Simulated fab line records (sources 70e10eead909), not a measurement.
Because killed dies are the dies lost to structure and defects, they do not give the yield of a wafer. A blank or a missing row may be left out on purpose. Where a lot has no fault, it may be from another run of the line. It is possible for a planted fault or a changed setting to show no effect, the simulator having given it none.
A struck lot beside a sound one || flow nandHarc || 14 out of 1302 route steps
Sound: wafers L476.2, L476.4, L476.6. Struck: wafer L489.4; the same lot's L489.6 was not struck, so it is left out; see the end for the cause.
At each step with rows: each side's tool, then ch and its chambers, then its first start. Under that, the readings that differ: sound wafers || struck wafers || difference of the means || sigmas: that difference in standard deviations of wafers without a fault.
alike: readings with means less than 2 such deviations apart, plus words and numbers identical on both sides. not compared: withheld readings, readings lacking a value on some wafer, bounds such as >300 that could conceal the same value, and numbers that have no deviation in the record and whose values overlap.
The two part at a step that has a row with sigmas, a row that says differs or no value, or rows on one side only. Numbers that don't overlap but have no deviation are shown without sigmas and don't part them. A reading missing from all wafers of one side parts the sides only when that side holds two or more wafers.

first, 1 step without rows for these wafers: NHARC_A_CONTACT_ETCH_118 (etches the open film in C4F8/O2/Ar, time 190 s, target depth 1850 nm).
NHARC_A_CONTACT_ETCH_119: etches the open film in C4F8/O2/Ar, time 190 s, target depth 1850 nm.
  sound on harCapEtch-01 ch 0,1, day 23 17:05; struck on harCapEtch-02 ch 1, day 30 04:39
  not compared: rfHoursCounterH
NHARC_A_CONTACT_ETCH_120: etches the open film in C4F8/O2/Ar, time 190 s, target depth 1850 nm.
  sound on harCapEtch-01 ch 0,1, day 23 17:16; struck on harCapEtch-02 ch 1, day 30 04:49
  not compared: rfHoursCounterH
NHARC_A_CONTACT_ETCH_121: etches the open film in C4F8/O2/Ar, time 190 s, target depth 1850 nm.
  sound on harCapEtch-01 ch 0,1, day 23 17:26; struck on harCapEtch-02 ch 1, day 30 04:59
  not compared: rfHoursCounterH
then, 2 steps without rows for these wafers: NHARC_A_CONTACT_ETCH_122 (etches the open film in C4F8/O2/Ar, time 190 s, target depth 1850 nm); NHARC_A_CONTACT_ETCH_123 (etches the open film in C4F8/O2/Ar, time 490 s, target depth 2110 nm).
NHARC_A_CONTACT_ETCH_90: etches the open film in CH3F/O2, target depth 40 nm, time 85.7 s.
  sound on rieDiel-12 ch 0,1, day 23 18:46; struck on rieDiel-12 ch 2, day 30 06:17
{"reading": "rfVppV (V)", "sound": "245.6 246.4 245.2", "struck": 243.1, "difference": -2.6, "sigmas": -2}
  alike: drypumpMotorCurrentA, oesProductAu, rfFwdPowerW, showerheadPlenumPTorr, throttleValvePct
  not compared: rfHoursCounterH
NHARC_A_CONTACT_ETCH_96: etches the open film in C4F6/O2, target depth 20 nm, time 10 s.
  sound: rieDiel-12 ch 1,2; struck: rieDiel-12 ch 3
{"reading": "rfFwdPowerW (W)", "sound": "594.3 588.5 590.7", "struck": 584.7, "difference": -6.5, "sigmas": -2}
{"reading": "showerheadPlenumPTorr (Torr)", "sound": "3.93 3.88 3.93", "struck": 3.66, "difference": -0.25, "sigmas": -2}
  alike: drypumpMotorCurrentA, oesProductAu, rfVppV, throttleValvePct
  not compared: rfHoursCounterH
NHARC_A_CONTACT_CD_MEAS_53:
  sound: cdSem-02 at day 23 18:59; struck: cdSem-02 at day 30 06:29
  alike: cdNm
then, 3 steps without rows for these wafers: NHARC_A_CONTACT_STRIP_99 (strips in N2/H2); NHARC_A_CONTACT_STRIP_100 (strips in CF4/CHF3); NHARC_A_CONTACT_STRIP_101 (strips in O2/COS).
NHARC_A_CONTACT_ETCH_102: etches the open film in CF4/O2, target depth 100 nm, overetch 10 nm, time 55 s.
  sound on rieDiel-07 ch 1,3, day 23 19:17; struck on rieDiel-12 ch 0, day 30 06:46
{"reading": "oesProductAu (a.u.)", "sound": "0.992 1.011 0.999", "struck": 0.933, "difference": -0.068, "sigmas": -9}
  alike: drypumpMotorCurrentA, rfFwdPowerW, rfVppV, showerheadPlenumPTorr, throttleValvePct
  not compared: rfHoursCounterH
then, 1 step without rows for these wafers: NHARC_A_CONTACT_STRIP_55 (strips in O2).

== WHERE THEY PART ==
First at NHARC_A_CONTACT_ETCH_90; last, within this record, at NHARC_A_CONTACT_ETCH_102.

WHY: whatever the simulator had introduced
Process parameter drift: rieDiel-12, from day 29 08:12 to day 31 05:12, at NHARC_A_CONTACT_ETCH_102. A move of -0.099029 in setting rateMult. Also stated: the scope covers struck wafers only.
